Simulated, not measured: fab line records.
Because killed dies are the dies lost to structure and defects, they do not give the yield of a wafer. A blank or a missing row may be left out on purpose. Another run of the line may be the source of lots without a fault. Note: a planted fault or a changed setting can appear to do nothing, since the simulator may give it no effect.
fab line records	flow nand-harc	part 1 of 2: steps 1 to 29 of 37
record lots=5	wafers=15	last-day=33
route steps=1302 shown A_BONDPAD@1225 HYBRID_BOND@1237 THIN_TSV@1244
lots with no fault: from the same line, run without faults
start-h: hours from the record's first day to the start of the lot's first wafer shown	wait-h: hours since the lot's step before	" repeats the value in the row above	L1.1+2: a row that stands for several wafers	- either no value or no given start	* or withheld: withheld	< > ~ a bound
route shown NAME@n: names a module that has steps shown in the file, with the first one's number in the route	usual: average and standard deviation across the fault-free wafers	same: alike in all rows	chamber/n: place in a boat	sites: each site's reading	_std_site: the values' standard deviation	_edge_site: outer sites' mean less inner sites'	radius-mm: for every site, how far away it sits from the centre of the wafer	mask NAME#n: copy n	behind: the last tool/chamber to shape the wafer	hold: what put the lot on hold/how long, in hours/how the hold closed	device: names the non-switching transistor (n, p or np)	end of line: the same wafers' tests at the end of the route	a step given without rows: its recipe and nothing more	killed: dies that structure and defects cost at the first sort, which is not the same as the wafer's yield	map: a wafer's dies, marking killed ones x, the rest . and places with no die _
set.NAME: the setting as run; set.NAME@STEP: as run at that earlier step	model.NAME: the simulator's own value behind a step, which no gauge read
a table for each step, a row for each wafer; lots at some steps of the route
services: from which hour (start-h, from the record's first day; less than 0 if before it) a tool's chamber was out of use, for how many hours, and why
## steps
# step NHARC_A_BONDPAD_DEGAS_25
# recipe temp-c=300	time-s=60
# usual heater-power-w=456/38
lot.wafer	tool	chamber	start-h	wait-h	heater-power-w
L077.3	pvd-sputter-01	-	553.33	-	462
L077.2	"	-	"	"	469
L077.6	"	-	"	"	451
L080.2	pvd-sputter-03	-	595.17	-	472
L080.1	"	-	"	"	439
L080.5	"	-	"	"	485
L088.2	pvd-sputter-03	-	680.30	-	442
L088.4	"	-	"	"	478
L088.1	"	-	"	"	426
L090.4	pvd-sputter-03	-	701.38	-	438
L090.3	"	-	"	"	407
L090.6	"	-	"	"	407
L095.1	pvd-sputter-01	-	748.28	-	410
L095.3	"	-	"	"	530
L095.5	"	-	"	"	455
# step NHARC_A_BONDPAD_PRE_CLEAN_26
# recipe time-s=30	temp-c=280	gas=H2/He
# usual heater-power-w=403/34
lot.wafer	tool	chamber	start-h	wait-h	heater-power-w
L077.2	pvd-sputter-01	-	-	-	366
L077.3	"	-	"	"	404
L077.6	"	-	"	"	464
L080.1	pvd-sputter-03	-	-	-	415
L080.2	"	-	"	"	381
L080.5	"	-	"	"	388
L088.1	pvd-sputter-03	-	-	-	355
L088.2	"	-	"	"	380
L088.4	"	-	"	"	426
L090.4	pvd-sputter-03	-	-	-	357
L090.3	"	-	"	"	421
L090.6	"	-	"	"	389
L095.1	pvd-sputter-01	-	-	-	416
L095.3	"	-	"	"	468
L095.5	"	-	"	"	477
# step NHARC_A_BONDPAD_PVD_17
# recipe target-thk-a=50	bias-v=168.6	power-w=15000	chamber-pressure-pa=0.12	time-s=8.06	substrate-temp-c=50	material=TaN
# usual chamber-pressure-pa=0.12001/0.00027	throttle-valve-pct=29.5/1.2
lot.wafer	tool	chamber	start-h	wait-h	chamber-pressure-pa	throttle-valve-pct
L077.3	pvd-sputter-01	-	-	-	0.11965	30.8
L077.2	"	-	"	"	0.11979	28.6
L077.6	"	-	"	"	0.12011	31.8
L080.1	pvd-sputter-02	-	595.32	-	0.12012	28.6
L080.2	"	-	"	"	0.1201	28.1
L080.5	"	-	"	"	0.12023	28.9
L088.4	pvd-sputter-03	-	-	-	0.11985	29.2
L088.2	"	-	"	"	0.11998	28.9
L088.1	"	-	"	"	0.11994	30.6
L090.3	pvd-sputter-03	-	-	-	0.11986	29.3
L090.4	"	-	"	"	0.12026	29.9
L090.6	"	-	"	"	0.11988	30.5
L095.3	pvd-sputter-01	-	-	-	0.11987	32.0
L095.1	"	-	"	"	0.12003	30.0
L095.5	"	-	"	"	0.11976	30.0
# step NHARC_A_BONDPAD_PVD_27
# recipe target-thk-a=300	chamber-pressure-pa=5	power-w=5000	substrate-temp-c=30	time-s=20.49	material=Cu
# usual chamber-pressure-pa=5.000/0.0099	throttle-valve-pct=29.6/1.2
lot.wafer	tool	chamber	start-h	wait-h	chamber-pressure-pa	throttle-valve-pct
L077.3	pvd-sputter-01	-	-	-	5.018	31.4
L077.2	"	-	"	"	5.010	31.0
L077.6	"	-	"	"	5.012	28.9
L080.1	pvd-sputter-01	-	595.44	-	4.997	32.2
L080.2	"	-	"	"	4.986	31.2
L080.5	"	-	"	"	4.992	30.0
L088.2	pvd-sputter-03	-	-	-	5.003	30.6
L088.1	"	-	"	"	4.982	29.3
L088.4	"	-	"	"	4.999	29.6
L090.3	pvd-sputter-03	-	-	-	4.990	30.7
L090.4	"	-	"	"	4.998	28.8
L090.6	"	-	"	"	5.005	30.5
L095.3	pvd-sputter-01	-	-	-	4.988	32.1
L095.1	"	-	"	"	5.013	31.5
L095.5	"	-	"	"	4.982	30.0
# step NHARC_A_BONDPAD_ECD_18
# recipe target-thk-a=4000	bath-temp-c=25	material=Cu
lot.wafer	tool	chamber	start-h	wait-h
L077.2+3+6	ecd-cu-02	0,1,1	553.69	-
L080.1+2+5	ecd-cu-01	0,1,0	595.57	-
L088.1+2+4	ecd-cu-02	0,1,1	680.66	-
L090.4+3+6	ecd-cu-02	0,1,0	701.84	-
L095.1+3+5	ecd-cu-02	1,1,0	748.64	-
# step NHARC_A_BONDPAD_ANNEAL_28
# recipe temp-c=225	time-s=90
# usual anneal-temp-c-max=226.08/0.28	wafer_temp_C_max=226.4/0.4
lot.wafer	tool	chamber	start-h	wait-h	anneal-temp-c-max	wafer_temp_C_max
L077.2	rtp-anneal-02	0	554.12	0.4	225.75	226.0
L077.3	"	0	"	"	225.59	226.2
L077.6	"	0	"	"	225.62	225.9
L080.1	rtp-anneal-02	0	595.95	0.3	225.72	225.8
L080.2	"	0	"	"	225.98	226.0
L080.5	"	0	"	"	225.90	226.3
L088.1	rtp-anneal-01	0	681.04	0.3	226.00	227.1
L088.2	"	0	"	"	226.01	226.6
L088.4	"	0	"	"	226.03	226.0
L090.3	rtp-anneal-01	0	702.22	-	226.33	227.1
L090.4	"	0	"	"	226.27	226.3
L090.6	"	0	"	"	226.64	226.4
L095.1	rtp-anneal-01	0	749.32	0.6	225.96	226.8
L095.3	"	0	"	"	226.04	226.6
L095.5	"	0	"	"	226.04	226.5
# step NHARC_A_BONDPAD_CMP_19
# recipe t-overpolish-s=30	cu-recess-touch-s=16	target-thk-nm=169.82
# usual edge-zone-pressure-frac=1.001/0.004	motor-current-A=11.2/1.2	overpolish-run-s=30.000/0.0095
lot.wafer	tool	chamber	start-h	wait-h	edge-zone-pressure-frac	motor-current-A	overpolish-run-s
L077.2	cmp-02	1	554.43	-	0.992	11.2	30.001
L077.3	"	3	"	"	1.001	14.0	29.992
L077.6	"	1	"	"	1.000	10.6	30.005
L080.1	cmp-04	2	596.30	-	0.996	9.8	30.009
L080.2	"	1	"	"	1.001	11.5	29.985
L080.5	"	2	"	"	1.001	10.1	30.009
L088.4	cmp-03	2	681.38	-	1.005	11.0	30.004
L088.2	"	3	"	"	1.002	11.0	29.986
L088.1	"	1	"	"	0.995	11.0	30.007
L090.4	cmp-02	1	702.62	-	1.001	10.8	30.000
L090.3	"	0	"	"	0.993	13.9	29.982
L090.6	"	2	"	"	1.001	11.4	29.995
L095.1	cmp-04	3	749.66	-	1.004	11.8	29.990
L095.3	"	2	"	"	1.003	10.0	29.991
L095.5	"	3	"	"	1.008	11.8	30.010
# step NHARC_A_BONDPAD_THK_MEAS_20
# recipe thk-meas-gauge=xrf
# usual thk-nm=169.7/1.5
lot.wafer	tool	chamber	start-h	wait-h	thk-nm
L077.2	film-metro-02	-	554.75	-	168.9
L077.3	"	-	"	"	171.9
L077.6	"	-	"	"	170.7
L080.1	film-metro-01	-	596.62	-	169.5
L080.2	"	-	"	"	168.6
L080.5	"	-	"	"	167.9
L088.1	film-metro-01	-	681.70	-	172.0
L088.2	"	-	"	"	170.3
L088.4	"	-	"	"	171.6
L090.3	film-metro-01	-	702.94	-	170.7
L090.4	"	-	"	"	172.2
L090.6	"	-	"	"	169.9
L095.1	film-metro-02	-	749.98	-	168.0
L095.3	"	-	"	"	170.7
L095.5	"	-	"	"	170.6
# step NHARC_A_BONDPAD_SRD_21
# recipe time-s=30	temp-c=23	dry-time-s=20	spin-rpm=1500
lot.wafer	tool	chamber	start-h	wait-h
L077.6+3+2	wet-bench-08	5,7,2	554.79	0.0
L080.1+5+2	wet-bench-08	7,2,4	596.66	0.0
L088.1+2+4	wet-bench-10	0,2,3	681.74	0.0
L090.4+3+6	wet-bench-10	5,0,1	702.98	0.0
L095.3+1+5	wet-bench-10	5,6,0	750.03	0.0
# step NHARC_A_BONDPAD_INSPECT_23
# usual raw-defect-count=568/150
lot.wafer	tool	chamber	start-h	wait-h	raw-defect-count
L077.2	defect-inspect-02	-	554.96	0.0	526
L077.3	"	-	"	"	549
L077.6	"	-	"	"	441
L080.1	defect-inspect-02	-	596.82	0.0	551
L080.2	"	-	"	"	730
L080.5	"	-	"	"	510
L088.1	defect-inspect-01	-	681.93	0.0	782
L088.2	"	-	"	"	628
L088.4	"	-	"	"	629
L090.3	defect-inspect-02	-	703.14	0.0	638
L090.4	"	-	"	"	888
L090.6	"	-	"	"	579
L095.1	defect-inspect-01	-	750.19	0.0	570
L095.3	"	-	"	"	452
L095.5	"	-	"	"	568
# step NHARC_HYBRID_BOND_ACTIVATE_00
# recipe time-s=60	n2-flow-sccm=200	ar-flow-sccm=0	bias-power-w=0	chemistry=N2
# usual drypump-motor-current-A=5.7/0.38	oes-product-au=0.999/0.0098	rf-vpp-V=64.1/0.98	showerhead-plenum-p-Torr=1.75/0.076
lot.wafer	tool	chamber	start-h	wait-h	drypump-motor-current-A	oes-product-au	rf-hours-counter-h	rf-vpp-V	showerhead-plenum-p-Torr
L077.2	rie-diel-05	0	555.02	0.1	5.3	0.984	14	65.0	1.84
L077.3	"	2	"	"	6.3	1.002	13	64.0	1.65
L077.6	"	0	"	"	5.3	0.981	-	63.1	1.84
L080.2	rie-diel-05	2	596.88	0.1	6.3	1.007	0	62.5	1.65
L080.1	"	3	"	"	5.2	0.990	0	65.5	1.76
L080.5	"	3	"	"	5.2	0.984	-	65.0	1.76
L088.1	rie-diel-05	1	681.99	0.1	5.5	1.004	9	62.9	1.67
L088.2	"	2	"	"	6.2	1.011	9	64.0	1.65
L088.4	"	2	"	"	6.3	1.007	-	64.5	1.65
L090.3	rie-diel-05	3	703.20	0.1	5.2	0.980	12	64.7	1.75
L090.4	"	0	"	"	5.3	1.004	9	64.6	1.84
L090.6	"	0	"	"	5.3	0.979	-	65.1	1.84
L095.1	rie-diel-12	1	750.26	0.1	5.9	1.001	38	63.0	1.76
L095.3	"	2	"	"	5.6	0.997	40	63.7	1.78
L095.5	"	1	"	"	5.8	0.998	-	64.5	1.76
# step NHARC_HYBRID_BOND_PRECLEAN_01
# recipe time-s=300	temp-c=23	chemistry=DIW
lot.wafer	tool	chamber	start-h	wait-h
L077.2+6+3	wet-bench-10	2,5,6	555.17	0.1
L080.2+5+1	wet-bench-10	6,7,2	597.04	0.1
L088.1+2+4	wet-bench-10	0,1,3	682.18	0.2
L090.3+4+6	wet-bench-10	0,1,2	703.37	0.2
L095.3+5+1	wet-bench-08	1,4,5	750.43	0.1
# step NHARC_HYBRID_BOND_SRD_02
# recipe time-s=30	temp-c=23	dry-time-s=20	spin-rpm=1500
lot.wafer	tool	chamber	start-h	wait-h
L077.2+6+3	wet-bench-10	2,5,6	-	-
L080.2+5+1	wet-bench-10	6,7,2	-	-
L088.1+2+4	wet-bench-10	0,1,3	-	-
L090.3+4+6	wet-bench-10	0,1,2	-	-
L095.3+5+1	wet-bench-08	1,4,5	-	-
# step NHARC_HYBRID_BOND_BOND_03
# recipe temp-c=25
lot.wafer	tool	chamber	start-h	wait-h
L077.2+3+6	wafer-bonder-01	0	555.57	-
L080.1+2+5	wafer-bonder-01	0	606.54	-
L088.1+2+4	wafer-bonder-01	0	682.43	-
L090.3+4+6	wafer-bonder-01	0	703.91	-
L095.1+3+5	wafer-bonder-01	0	750.67	-
# step NHARC_HYBRID_BOND_ANNEAL_04
# recipe temp-c=300	time-s=7200	ramp-up-c-per-min=5	ramp-down-c-per-min=3	idle-temp-c=100	pressure-atm=1
# usual tube_center_temp_C_max=300.75/0.12	zone-power-centre-pct=2.88/0.22	zone-power-lower-pct=2.96/0.1	zone-power-top-pct=7.0/0.42	zone-power-upper-pct=3.2/0.44
lot.wafer	tool	chamber	start-h	wait-h	tube_center_temp_C_max	zone-power-centre-pct	zone-power-lower-pct	zone-power-top-pct	zone-power-upper-pct
L077.2	furnace-07	0	558.49	2.8	300.78	3.26	3.08	7.8	2.4
L077.3	"	0	"	"	300.67	3.24	3.16	7.7	2.5
L077.6	"	0	"	"	300.83	3.26	3.12	7.7	2.5
L080.1	furnace-01	0	609.02	2.3	300.67	2.70	2.87	6.7	3.5
L080.2	"	0	"	"	300.75	2.74	2.92	6.8	3.5
L080.5	"	0	"	"	300.51	2.76	2.92	6.9	3.5
L088.1	furnace-01	0	686.57	4.0	300.70	2.68	2.91	6.8	3.5
L088.2	"	0	"	"	300.81	2.74	2.89	6.8	3.5
L088.4	"	0	"	"	300.77	2.79	2.91	6.8	3.5
L090.3	furnace-07	0	707.13	3.1	300.70	3.30	3.13	7.6	2.5
L090.4	"	0	"	"	300.85	3.30	3.16	7.7	2.5
L090.6	"	0	"	"	300.71	3.23	3.14	7.8	2.5
L095.1	furnace-01	0	756.64	5.8	300.64	2.77	2.90	6.7	3.5
L095.3	"	0	"	"	300.85	2.77	2.95	6.7	3.5
L095.5	"	0	"	"	300.79	2.76	2.89	6.9	3.5
# step NHARC_HYBRID_BOND_OVL_MEAS_05
# usual overlay-x-nm=3/33	overlay-y-nm=-4/32
lot.wafer	tool	chamber	start-h	wait-h	overlay-x-nm	overlay-y-nm
L077.2	overlay-01	-	563.16	0.4	-7	-62
L077.3	"	-	"	"	6	-29
L077.6	"	-	"	"	6	67
L080.1	overlay-02	-	613.79	0.4	31	-54
L080.2	"	-	"	"	-54	32
L080.5	"	-	"	"	45	-7
L088.1	overlay-02	-	691.31	0.4	-33	-62
L088.2	"	-	"	"	29	-38
L088.4	"	-	"	"	19	-2
L090.3	overlay-01	-	711.82	0.4	-22	-43
L090.4	"	-	"	"	-5	-28
L090.6	"	-	"	"	72	14
L095.1	overlay-02	-	761.36	0.4	17	10
L095.3	"	-	"	"	-17	-53
L095.5	"	-	"	"	12	31
# step NHARC_HYBRID_BOND_INSPECT_06
# recipe inspect-instrument=ir-void
# usual raw-defect-count=85/35
lot.wafer	tool	chamber	start-h	wait-h	raw-defect-count
L077.2	defect-inspect-02	-	563.22	0.1	78
L077.3	"	-	"	"	83
L077.6	"	-	"	"	75
L080.1	defect-inspect-01	-	613.85	0.1	74
L080.2	"	-	"	"	74
L080.5	"	-	"	"	86
L088.1	defect-inspect-01	-	691.36	0.0	27
L088.2	"	-	"	"	32
L088.4	"	-	"	"	28
L090.3	defect-inspect-02	-	711.87	0.1	76
L090.4	"	-	"	"	56
L090.6	"	-	"	"	60
L095.1	defect-inspect-01	-	761.41	0.0	82
L095.3	"	-	"	"	76
L095.5	"	-	"	"	64
# step NHARC_THIN_TSV_GRIND_00
# recipe target-thk-um=6
# usual motor-current-A=11.999/0.02
lot.wafer	tool	chamber	start-h	wait-h	motor-current-A
L077.2	grinder-01	0	563.56	0.3	11.990
L077.3	"	0	"	"	12.019
L077.6	"	0	"	"	11.964
L080.1	grinder-01	0	616.37	2.5	11.985
L080.2	"	0	"	"	11.994
L080.5	"	0	"	"	12.015
L088.1	grinder-01	0	691.51	0.1	12.042
L088.2	"	0	"	"	12.000
L088.4	"	0	"	"	12.029
L090.3	grinder-01	0	713.63	1.8	11.970
L090.4	"	0	"	"	11.978
L090.6	"	0	"	"	11.990
L095.1	grinder-01	0	761.57	0.1	12.027
L095.3	"	0	"	"	12.021
L095.5	"	0	"	"	11.978
# step NHARC_THIN_TSV_CMP_01
# recipe target-thk-um=3
# usual edge-zone-pressure-frac=1.000/0.0052	motor-current-A=11.8/1.2
lot.wafer	tool	chamber	start-h	wait-h	edge-zone-pressure-frac	motor-current-A
L077.3	cmp-02	2	564.63	0.7	0.988	12.1
L077.2	"	3	"	"	1.000	13.5
L077.6	"	1	"	"	1.006	10.8
L080.1	cmp-02	3	617.61	1.0	1.004	13.3
L080.2	"	0	"	"	0.996	14.3
L080.5	"	3	"	"	1.004	13.0
L088.1	cmp-02	1	692.72	1.0	1.004	11.0
L088.2	"	2	"	"	1.001	11.7
L088.4	"	0	"	"	0.999	13.0
L090.3	cmp-03	3	714.50	0.7	1.003	11.2
L090.4	"	0	"	"	0.997	9.7
L090.6	"	2	"	"	0.991	11.0
L095.1	cmp-01	1	762.79	1.0	1.000	12.7
L095.3	"	0	"	"	1.000	10.8
L095.5	"	2	"	"	1.007	11.0
# step NHARC_THIN_TSV_THK_MEAS_02
# recipe thk-meas-gauge=ir
# usual thk-nm=2974/180
lot.wafer	tool	chamber	start-h	wait-h	thk-nm
L077.2	film-metro-02	-	564.85	0.2	3033
L077.3	"	-	"	"	2918
L077.6	"	-	"	"	2933
L080.1	film-metro-01	-	617.87	-	2753
L080.2	"	-	"	"	2875
L080.5	"	-	"	"	2766
L088.1	film-metro-01	-	692.98	-	3092
L088.2	"	-	"	"	2664
L088.4	"	-	"	"	2957
L090.3	film-metro-02	-	714.74	0.2	3110
L090.4	"	-	"	"	3160
L090.6	"	-	"	"	2986
L095.1	film-metro-01	-	763.05	-	2973
L095.3	"	-	"	"	3098
L095.5	"	-	"	"	3112
# step NHARC_THIN_TSV_SRD_03
lot.wafer	tool	chamber	start-h	wait-h
L077.3+6+2	wet-bench-10	2,3,7	564.89	0.0
L080.1+2+5	wet-bench-10	1,3,4	617.91	0.0
L088.4+2+1	wet-bench-08	1,2,3	693.04	0.1
L090.6+3+4	wet-bench-10	4,6,7	714.78	0.0
L095.3+5+1	wet-bench-10	6,7,1	763.09	0.0
# step NHARC_THIN_TSV_PRECLEAN_41
# recipe time-s=*	temp-c=50	bath-age-min=0	chemistry=SC1
lot.wafer	tool	chamber	start-h	wait-h
L077.3+6+2	wet-bench-10	2,3,7	564.91	0.0
L080.1+2+5	wet-bench-10	1,3,4	617.94	0.0
L088.4+2+1	wet-bench-08	1,2,3	693.06	0.0
L090.6+3+4	wet-bench-10	4,6,7	714.81	0.0
L095.3+5+1	wet-bench-10	6,7,1	763.12	0.0
# step NHARC_THIN_TSV_SRD_42
lot.wafer	tool	chamber	start-h	wait-h
L077.3+6+2	wet-bench-10	2,3,7	-	-
L080.1+2+5	wet-bench-10	1,3,4	-	-
L088.4+2+1	wet-bench-08	1,2,3	-	-
L090.6+3+4	wet-bench-10	4,6,7	-	-
L095.3+5+1	wet-bench-10	6,7,1	-	-
# step NHARC_THIN_TSV_DEP_43
# recipe target-thk-a=13285	temp-c=withheld	pressure-torr=6.5	rf-w=900	teos-flow-sccm=161.4	flow-sccm=2650	target-thk-nm=1328.5	gas=O2	material=SiO2
# usual rf-fwd-power-W=897.9/2.7	throttle-valve-pct=15.8/0.65
lot.wafer	tool	chamber	start-h	wait-h	rf-fwd-power-W	throttle-valve-pct
L077.2	pecvd-03	1	565.07	-	900.7	14.1
L077.3	"	2	"	"	896.9	16.2
L077.6	"	0	"	"	894.8	16.3
L080.2	pecvd-04	0	618.14	-	897.2	16.2
L080.1	"	1	"	"	892.7	16.1
L080.5	"	2	"	"	896.4	16.0
L088.1	pecvd-04	0	693.26	-	897.6	16.1
L088.2	"	1	"	"	901.9	15.9
L088.4	"	2	"	"	900.0	16.4
L090.3	pecvd-04	0	715.05	-	897.2	16.1
L090.4	"	2	"	"	892.5	16.4
L090.6	"	0	"	"	897.7	16.1
L095.3	pecvd-03	1	763.28	-	898.2	14.4
L095.1	"	2	"	"	898.0	15.5
L095.5	"	1	"	"	894.5	14.0
# step NHARC_THIN_TSV_DEHYDRATE_04
# recipe temp-c=150	time-s=120
# usual plate-temp-C=149.99/0.13
lot.wafer	tool	chamber	start-h	wait-h	plate-temp-C
L077.2	litho-track-07	0	565.47	-	149.92
L077.3	"	0	"	"	149.96
L077.6	"	0	"	"	149.96
L080.1	litho-track-05	0	618.49	-	150.10
L080.2	"	0	"	"	150.11
L080.5	"	0	"	"	149.92
L088.1	litho-track-07	0	693.62	-	149.93
L088.2	"	0	"	"	149.92
L088.4	"	0	"	"	149.93
L090.3	litho-track-03	0	715.37	-	150.00
L090.4	"	0	"	"	149.87
L090.6	"	0	"	"	149.95
L095.1	litho-track-03	0	763.69	-	149.79
L095.3	"	0	"	"	149.87
L095.5	"	0	"	"	149.79
# step NHARC_THIN_TSV_HMDS_05
# recipe time-s=30
lot.wafer	tool	chamber	start-h	wait-h
L077.2+3+6	litho-track-07	0	-	-
L080.1+2+5	litho-track-05	0	-	-
L088.1+2+4	litho-track-07	0	-	-
L090.3+4+6	litho-track-03	0	-	-
L095.1+3+5	litho-track-03	0	-	-
# step NHARC_THIN_TSV_COAT_06
# recipe spin-rpm=*
lot.wafer	tool	chamber	start-h	wait-h
L077.2+3+6	litho-track-07	0	-	-
L080.1+2+5	litho-track-05	0	-	-
L088.1+2+4	litho-track-07	0	-	-
L090.3+4+6	litho-track-03	0	-	-
L095.1+3+5	litho-track-03	0	-	-
# step NHARC_THIN_TSV_SOFTBAKE_07
# recipe temp-c=122	time-s=95
# usual plate-temp-C=122.03/0.13
lot.wafer	tool	chamber	start-h	wait-h	plate-temp-C
L077.2	litho-track-07	0	-	-	121.87
L077.3	"	0	"	"	122.14
L077.6	"	0	"	"	122.01
L080.1	litho-track-05	0	-	-	122.04
L080.2	"	0	"	"	122.02
L080.5	"	0	"	"	121.97
L088.1	litho-track-07	0	-	-	121.99
L088.2	"	0	"	"	121.99
L088.4	"	0	"	"	121.99
L090.3	litho-track-03	0	-	-	121.94
L090.4	"	0	"	"	122.20
L090.6	"	0	"	"	122.12
L095.1	litho-track-03	0	-	-	121.77
L095.3	"	0	"	"	121.96
L095.5	"	0	"	"	121.96
# step NHARC_THIN_TSV_EBR_08
lot.wafer	tool	chamber	start-h	wait-h
L077.2+3+6	litho-track-07	0	-	-
L080.1+2+5	litho-track-05	0	-	-
L088.1+2+4	litho-track-07	0	-	-
L090.3+4+6	litho-track-03	0	-	-
L095.1+3+5	litho-track-03	0	-	-
